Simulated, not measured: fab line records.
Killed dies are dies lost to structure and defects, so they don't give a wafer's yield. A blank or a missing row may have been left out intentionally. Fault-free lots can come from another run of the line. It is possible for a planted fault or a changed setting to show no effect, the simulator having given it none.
3 desks, one fault    flow n5-finfet    what lay behind the numbers comes last; until then each desk has only its own
Where a reading is given only as a bound, like >300, the bound stands for it, and a mean or a difference that rests on one is marked > or <: the true number lies beyond.

FOR THE TOOL OWNER'S DESK: rie-diel-05
The tool's own readings at N5_BEOL_M0_SAQP_ETCH_106 (etches SOC in N2/H2, stops on SiNx, target depth 150 nm): means of the sampled wafers that have a number, for each lot that ran on this tool. If a lot's mean is further than 4 standard deviations from the usual mean, the lot is out of limits and carries the mark OUT (the distance appears in the brackets).
Columns: A = chamber-pressure-mTorr at N5_BEOL_M0_SAQP_ETCH_106, usual 29.998 mTorr; B = drypump-motor-current-A at N5_BEOL_M0_SAQP_ETCH_106, usual 5.8 A; C = oes-product-au at N5_BEOL_M0_SAQP_ETCH_106, usual 0.76 a.u.; D = rf-vpp-V at N5_BEOL_M0_SAQP_ETCH_106, usual 241.0 V; E = showerhead-plenum-p-Torr at N5_BEOL_M0_SAQP_ETCH_106, usual 2.57 Torr; F = throttle-valve-pct at N5_BEOL_M0_SAQP_ETCH_106, usual 17.94 %
lot   first seen here  A       B    C     D      E     F
L629  day 6 11:42      29.997  5.5  0.74  240.8  2.54  17.84
L633  day 7 09:28      29.996  5.5  0.74  240.1  2.54  17.84
L634  day 7 20:12      30.007  5.5  0.76  241.8  2.62  17.99
This desk's verdict: no lot among the 3 shows anything out of limits.

THE DEFECT DESK
What the inspections along the route counted, lot by lot: means of the sampled wafers that have a number. If a lot's mean is further than 4 standard deviations from the usual mean, the lot is out of limits and carries the mark OUT (the distance appears in the brackets).
Columns: A = raw-defect-count at N5_BEOL_M0_SAQP_INSPECT_42, usual 292; B = raw-defect-count at N5_BEOL_M0_CUTY_INSPECT_59, usual 1.8
lot   first seen here  A               B
L629  day 6 13:25      468             3.0
L633  day 7 10:59      1275 (+13) OUT  >300 (+99 or more) OUT
L634  day 7 22:11      1270 (+13) OUT  >300 (+99 or more) OUT
L648  day 11 11:29     228             1.0
This desk finds L633, L634 out of limits, L633 being first, at day 7 10:59 (raw-defect-count at N5_BEOL_M0_SAQP_INSPECT_42). Within limits: L629, L648.

FROM THE METROLOGY DESK
Lot by lot, what the gauges showed, no matter which tool ran the lot: averages of those sampled wafers that carry a number. If a lot's mean is further than 4 standard deviations from the usual mean, the lot is out of limits and carries the mark OUT (the distance appears in the brackets). Shown here are 7 of its 10 readings, the ones lying furthest out on some lot.
Columns: A = IOFF_N at N5_BEOL_M4_RC_MEAS_101, usual 0.154 nA/um; B = IOFF_P at N5_BEOL_M4_RC_MEAS_101, usual 0.21 nA/um; C = ION_N at N5_BEOL_M4_RC_MEAS_101, usual 670 uA/um; D = ION_P at N5_BEOL_M4_RC_MEAS_101, usual 461 uA/um; E = SS_P at N5_BEOL_M4_RC_MEAS_101, usual 73.3 mV/dec; F = VT_N at N5_BEOL_M4_RC_MEAS_101, usual 250.4 mV; G = VT_P at N5_BEOL_M4_RC_MEAS_101, usual -250 mV
lot   first seen here  A      B     C    D    E     F      G
L629  day 9 17:07      0.140  0.21  670  464  73.1  252.5  -250
L633  day 10 12:12     0.152  0.25  668  469  73.4  250.9  -246
L634  day 11 04:26     0.202  0.28  684  475  74.3  245.6  -243
L648  day 15 03:34     0.163  0.23  669  461  73.4  250.4  -247
This desk's verdict: no lot among the 4 shows anything out of limits.

TAKEN TOGETHER
The defect desk could have raised an alarm at day 7 10:59, on L633, L634.
The desk of the tool owner found nothing out of limits.
From the metrology desk's view, nothing was out of limits.
On record at the tool owner's desk: L633, L634, within its limits.
The metrology desk holds a record of L633, L634, inside its limits.
N5_BEOL_M0_SAQP_ETCH_106 was run on rie-diel-05 by each of the lots named.

WHAT THE SIMULATOR PUT IN
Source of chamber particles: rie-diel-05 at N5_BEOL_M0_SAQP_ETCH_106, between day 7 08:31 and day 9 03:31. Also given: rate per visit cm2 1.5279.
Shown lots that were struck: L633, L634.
Hours from the fault's start to each desk's first reading out of limits: the defect desk, 2.
